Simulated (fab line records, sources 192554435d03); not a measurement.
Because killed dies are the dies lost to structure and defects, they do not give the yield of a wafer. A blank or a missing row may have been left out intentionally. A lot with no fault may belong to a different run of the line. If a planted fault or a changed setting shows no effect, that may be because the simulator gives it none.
Matching of chambers ; flow n5 finfet ; N5_BEOL_M5_PRE_CLEAN_77 on cvd co-02: 3 sister chambers
The step time 15 s. 6 wafers are shown with their chamber, then 12 later ones without.

## WAFERS WITH THEIR CHAMBER
wafer;chamber;heater power w (W)
L085.1;2;91
L085.2;1;101
L085.3;0;99
L085.4;1;99
L085.5;0;98
L085.6;2;88

## WAFERS WHOSE CHAMBER IS MISSING
wafer;heater power w (W)
L087.4;89
L087.5;101
L087.6;99
L090.4;102
L090.5;99
L090.6;90
L093.1;89
L093.3;99
L093.4;96
L096.1;98
L096.2;97
L096.3;91

## EACH ONE'S CHAMBER
wafer;from the rows above;in truth
L087.4;2;2
L087.5;can't be placed: 1 or 0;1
L087.6;can't be placed: 0 or 1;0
L090.4;can't be placed: 1 or 0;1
L090.5;can't be placed: 0 or 1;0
L090.6;2;2
L093.1;2;2
L093.3;can't be placed: 0 or 1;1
L093.4;can't be placed: 0 or 1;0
L096.1;can't be placed: 0 or 1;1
L096.2;can't be placed: 0 or 1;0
L096.3;2;2
Correctly placed: 4 of 12. These rows do not allow placing 8 (true chamber among the candidates in 8). 0 placed wrongly.
How it was worked out, from the rows above alone: a wafer's distance from a chamber is the root of the sum, over the readings, of the square of ((its reading less the chamber's mean) divided by the reading's scatter). If the next closest chamber is less than 2 further off than the closest, the wafer can't be placed; otherwise it belongs to the closest. For every chamber, the mean is computed from those of its wafers that are shown. How the scatter is found: for the shown wafers, subtract from each reading the mean of its chamber, square and add these, divide the total by (wafers less chambers), then take the root.
